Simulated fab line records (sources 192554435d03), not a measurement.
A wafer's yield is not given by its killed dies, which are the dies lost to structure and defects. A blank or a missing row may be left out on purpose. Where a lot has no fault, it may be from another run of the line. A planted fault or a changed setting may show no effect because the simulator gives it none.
Matching of chambers :: flow n5 finfet :: N5_BEOL_M0_SAQP_MANDREL_ETCH_20 on rie si-06: 4 sister chambers
The step etches a-Si in HBr/Cl2, stops on SiNx, target depth 60 nm, bt time 10 s, time 30 s. 16 wafers are shown with their chamber, then 8 later ones without.

WAFERS WITH THEIR CHAMBER
wafer: L074.1
chamber: 3
drypump motor current A (A): 6.3
oes product au (a.u.): 0.771
chamber pressure mTorr (mTorr): 9.996

wafer: L074.4
chamber: 0
drypump motor current A (A): 5.2
oes product au (a.u.): 0.801
chamber pressure mTorr (mTorr): 9.988

wafer: L074.6
chamber: 2
drypump motor current A (A): 6.2
oes product au (a.u.): 0.771
chamber pressure mTorr (mTorr): 10.005

wafer: L075.2
chamber: 0
drypump motor current A (A): 5.2
oes product au (a.u.): 0.778
chamber pressure mTorr (mTorr): 10.002

wafer: L075.3
chamber: 2
drypump motor current A (A): 6.1
oes product au (a.u.): 0.760
chamber pressure mTorr (mTorr): 10.012

wafer: L075.6
chamber: 1
drypump motor current A (A): 6.2
oes product au (a.u.): 0.789
chamber pressure mTorr (mTorr): 9.993

wafer: L076.1
chamber: 0
drypump motor current A (A): 5.2
oes product au (a.u.): 0.795
chamber pressure mTorr (mTorr): 10.005

wafer: L076.3
chamber: 1
drypump motor current A (A): 6.2
oes product au (a.u.): 0.783
chamber pressure mTorr (mTorr): 9.994

wafer: L076.6
chamber: 2
drypump motor current A (A): 6.1
oes product au (a.u.): 0.760
chamber pressure mTorr (mTorr): 9.992

wafer: L079.1
chamber: 1
drypump motor current A (A): 6.1
oes product au (a.u.): 0.779
chamber pressure mTorr (mTorr): 10.002

wafer: L079.5
chamber: 3
drypump motor current A (A): 6.3
oes product au (a.u.): 0.765
chamber pressure mTorr (mTorr): 10.000

wafer: L079.6
chamber: 2
drypump motor current A (A): 6.2
oes product au (a.u.): 0.761
chamber pressure mTorr (mTorr): 9.992

wafer: L081.1
chamber: 0
drypump motor current A (A): 5.2
oes product au (a.u.): 0.795
chamber pressure mTorr (mTorr): 9.999

wafer: L081.2
chamber: 1
drypump motor current A (A): 6.2
oes product au (a.u.): 0.769
chamber pressure mTorr (mTorr): 10.011

wafer: L081.4
chamber: 2
drypump motor current A (A): 6.1
oes product au (a.u.): 0.766
chamber pressure mTorr (mTorr): 9.998

wafer: L088.1
chamber: 2
drypump motor current A (A): 6.1
oes product au (a.u.): 0.771
chamber pressure mTorr (mTorr): 10.003

SIGNATURES, as means of the wafers listed above
reading: drypump motor current A
chamber 0: 5.200
chamber 1: 6.175
chamber 2: 6.133
chamber 3: 6.300
scatter within a chamber: 0.0417

reading: oes product au
chamber 0: 0.79225
chamber 1: 0.78000
chamber 2: 0.76483
chamber 3: 0.76800
scatter within a chamber: 0.00744

reading: chamber pressure mTorr
chamber 0: 9.99850
chamber 1: 10.00000
chamber 2: 10.00033
chamber 3: 9.99800
scatter within a chamber: 0.0076
Rule: a wafer lies at a distance from a chamber equal to the root of the sum of squares, over the readings, of (its reading less the chamber's mean, divided by the reading's scatter). The wafer belongs to the nearest chamber; if the next one is less than 2 further off, it can't be placed. The scatter is the square root of a quotient: the sum, over the shown wafers, of each reading's squared deviation from its chamber's mean, divided by wafers minus chambers.

WAFERS WITH NO CHAMBER GIVEN
wafer: L088.4
drypump motor current A (A): 6.3
oes product au (a.u.): 0.767
chamber pressure mTorr (mTorr): 9.999

wafer: L088.5
drypump motor current A (A): 6.2
oes product au (a.u.): 0.751
chamber pressure mTorr (mTorr): 10.002

wafer: L092.1
drypump motor current A (A): 6.3
oes product au (a.u.): 0.750
chamber pressure mTorr (mTorr): 10.005

wafer: L092.2
drypump motor current A (A): 6.2
oes product au (a.u.): 0.764
chamber pressure mTorr (mTorr): 9.996

wafer: L092.5
drypump motor current A (A): 6.3
oes product au (a.u.): 0.767
chamber pressure mTorr (mTorr): 9.984

wafer: L094.2
drypump motor current A (A): 6.1
oes product au (a.u.): 0.757
chamber pressure mTorr (mTorr): 10.022

wafer: L094.3
drypump motor current A (A): 6.3
oes product au (a.u.): 0.780
chamber pressure mTorr (mTorr): 9.996

wafer: L094.6
drypump motor current A (A): 5.2
oes product au (a.u.): 0.808
chamber pressure mTorr (mTorr): 9.993

CHAMBER TAKEN BY EACH
wafer: L088.4
from the rows above: 3
in truth: 3

wafer: L088.5
from the rows above: can't be placed: 2 or 3 or 1
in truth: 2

wafer: L092.1
from the rows above: can't be placed: 3 or 2
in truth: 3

wafer: L092.2
from the rows above: can't be placed: 2 or 1 or 3
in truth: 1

wafer: L092.5
from the rows above: 3
in truth: 3

wafer: L094.2
from the rows above: can't be placed: 2 or 1
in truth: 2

wafer: L094.3
from the rows above: can't be placed: 3 or 1
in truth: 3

wafer: L094.6
from the rows above: 0
in truth: 0
Placed correctly: 3 of 8. From these rows, 5 cannot be placed; in 5 the true chamber is one of the candidates. Number placed wrongly: 0.
